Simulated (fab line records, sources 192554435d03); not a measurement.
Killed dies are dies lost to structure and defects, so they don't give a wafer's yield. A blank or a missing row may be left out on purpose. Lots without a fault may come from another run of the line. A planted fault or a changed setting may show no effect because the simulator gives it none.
A struck lot beside a sound one | flow n5_finfet | 15 steps out of a route of 1938
Sound: wafers L338.1, L338.4, L338.6. Struck: wafer L330.2. (L330.3, L330.5 of the same lot were not struck and are left out.) The cause comes at the end.
At each step with rows: each side's tool, then ch and its chambers, then its first start. Under that, the readings that differ: sound wafers | struck wafers | difference of the means | sigmas: that difference in standard deviations of wafers without a fault.
alike: readings whose means differ by less than 2 such deviations, and words and numbers that are the same on both sides. not compared: withheld readings, readings that some wafer has no value for, bounds like >300 that may hide the same value, and numbers for which the record gives no deviation and whose values overlap.
The two part at a step that has a row with sigmas, a row that says differs or no value, or rows on one side only. Numbers that don't overlap but have no deviation are shown without sigmas and don't part them. A reading that every wafer of one side lacks parts them only if that side has two wafers or more.

N5_BEOL_M9_CURE_72: cures SiCOH lowk, time 120 s.
  sound on uv_cure-01 ch 0, day 14 05:31; struck on uv_cure-02 ch 2, day 11 10:18
  reading          | sound             | struck | difference | sigmas
  wafer_temp_C_max | 371.4 371.6 372.1 | 373.2  | +1.5       | +2
  alike: lamp_power_pct
N5_BEOL_M9_DEGAS_44: time 60 s.
  sound on pvd_sputter-01, day 14 07:59; struck on pvd_sputter-03, day 11 10:37
  alike: heater_power_w
then, 2 steps without rows for these wafers: N5_BEOL_M9_PRE_CLEAN_45 (time 30 s); N5_BEOL_M9_ALD_74 (deposits TaN, target thk 2 nm, pulse time 2 s, purge time 3 s).
N5_BEOL_M9_SURFACE_TREAT_79:
  sound on pvd_sputter-01, day 14 08:23; struck on pvd_sputter-03, day 11 11:04
  not compared: throttle_valve_pct
then, 3 steps without rows for these wafers: N5_BEOL_M9_CVD_78 (deposits Co from CCTBA/H2, target thk 2 nm, time 138.9 s); N5_BEOL_M9_SPUTTER_48 (material Cu, target thk 12 nm, time 2 s); N5_BEOL_M9_ECD_50 (material Cu, target thk 318 nm).
N5_BEOL_M9_ANNEAL_51: time 90 s.
  sound on rtp_anneal-01 ch 0, day 14 08:50; struck on rtp_anneal-02 ch 0, day 11 11:56
  reading          | sound                | struck | difference | sigmas
  wafer_temp_C_max | 226.60 226.92 226.67 | 225.94 | -0.79      | -3
N5_BEOL_M9_CMP_52: polishes, stops on SiCOH lowk, t overpolish 7 s, target thk 140 nm.
  sound on cmp-02 ch 0,2,3, day 14 09:11; struck on cmp-03 ch 2, day 11 12:13
  reading            | sound             | struck | difference | sigmas
  slurry_flow_ml_min | 149.6 149.3 149.1 | 150.6  | +1.3       | +3
  alike: barrier_field_endpoint_s, clearing_platen_rpm, motor_current_A, overpolish_run_s, time_to_endpoint_s
N5_BEOL_M9_THK_MEAS_53: measures by xrf.
  sound on film_metro-02, day 14 09:26; struck on film_metro-01, day 11 12:29
  alike: M9_THK
then, 1 step without rows for these wafers: N5_BEOL_M9_PRE_CLEAN_55 (time 15 s).
N5_BEOL_M9_DEP_56: deposits SiCN from 3MS/NH3, target thk 15 nm, time 26.5 s.
  sound on pecvd-04 ch 1,2, day 14 09:30; struck on pecvd-02 ch 0, day 11 12:32
  reading                                  | sound          | struck | difference | sigmas
  model.SiCN_of_BEOL_M9_DEP_56.thk_nm (nm) | 14.4 15.4 14.8 | 16.2   | +1.3       |
  alike: showerhead_plenum_p_Torr, throttle_valve_pct
N5_BEOL_M9_RS_MEAS_57: measures by four-point-probe.
  sound on film_metro-02, day 14 09:34; struck on film_metro-01, day 11 12:37
  reading        | sound                | struck | difference | sigmas
  M9_RS (ohm/sq) | 0.1504 0.1563 0.1540 | 0.1473 | -0.0063    | -2
-- the record jumps here: 2 days lie between the struck wafers' starts before and after (it left off in module BEOL_M9 and takes up again in module PASSIVATION, whose first step shown is number 1936 of the route) --
N5_PASSIVATION_PROBE_49:
  the record has rows for the struck wafers here (prober-01, day 14 00:01) and none for the sound ones

WHERE THEY PART
First at N5_BEOL_M9_CURE_72; last, within this record, at N5_PASSIVATION_PROBE_49.

WHY: what the simulator had put in
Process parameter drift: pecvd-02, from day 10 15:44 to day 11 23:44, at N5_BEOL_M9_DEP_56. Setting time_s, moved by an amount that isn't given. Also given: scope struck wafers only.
